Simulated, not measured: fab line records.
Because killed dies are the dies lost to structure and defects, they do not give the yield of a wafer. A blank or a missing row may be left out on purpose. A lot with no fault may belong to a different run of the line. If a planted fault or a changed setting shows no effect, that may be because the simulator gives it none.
Which of the tools did it? | flow nandHarc | 12 lots, 36 wafers sampled, at 1 step of a route of 1302

WHAT THE GAUGES READ, wafer by wafer
NHARC_P_GATE_CD_MEAS_33.
lot  | measured     | on       | cdNm (nm)
L075 | day 5 17:04  | cdSem-03 | 118.9 124.9 123.8
L077 | day 6 07:52  | cdSem-02 | 121.7 120.7 119.1
L079 | day 7 05:07  | cdSem-02 | 121.0 123.3 121.0
L081 | day 8 08:39  | cdSem-03 | 123.4 124.3 125.4
L084 | day 9 02:02  | cdSem-02 | 121.4 120.9 123.1
L085 | day 9 23:33  | cdSem-03 | 117.6 122.3 116.5
L087 | day 10 08:21 | cdSem-03 | 119.7 120.2 119.7
L089 | day 11 01:21 | cdSem-01 | 121.8 126.7 124.7
L091 | day 12 08:03 | cdSem-02 | 120.2 118.4 117.4
L093 | day 13 10:19 | cdSem-03 | 124.1 121.8 118.9
L095 | day 13 17:02 | cdSem-03 | 126.0 122.6 122.8
L097 | day 14 14:59 | cdSem-01 | 121.2 123.5 123.4

WHAT TOOL EACH LOT RAN ON (gives the tool, then ch and the chambers of the sampled wafers, and finally the start)
Record: no process step prior to these readings.

THE ANSWER, worked out from the rows above alone
Rule: the lots themselves supply what counts as usual. Put in order of their means at a reading, lots are off if they are a third of the lots or fewer, leave a main group of 4 or more, and stand apart from it by a gap of 3 or more times the standard deviation of the main group's means; of several such gaps the widest counts. A main group whose means are all the same, to the digits that the tables above print for the reading, isn't used. A lot without any number at a reading at which 4 lots or more have one is off too. Where the step has rows for the other lots, those lots are counted as sound.
No lot is off on any of the readings shown, so nothing can be concluded from this.

WHAT HAD BEEN PUT IN BY THE SIMULATOR
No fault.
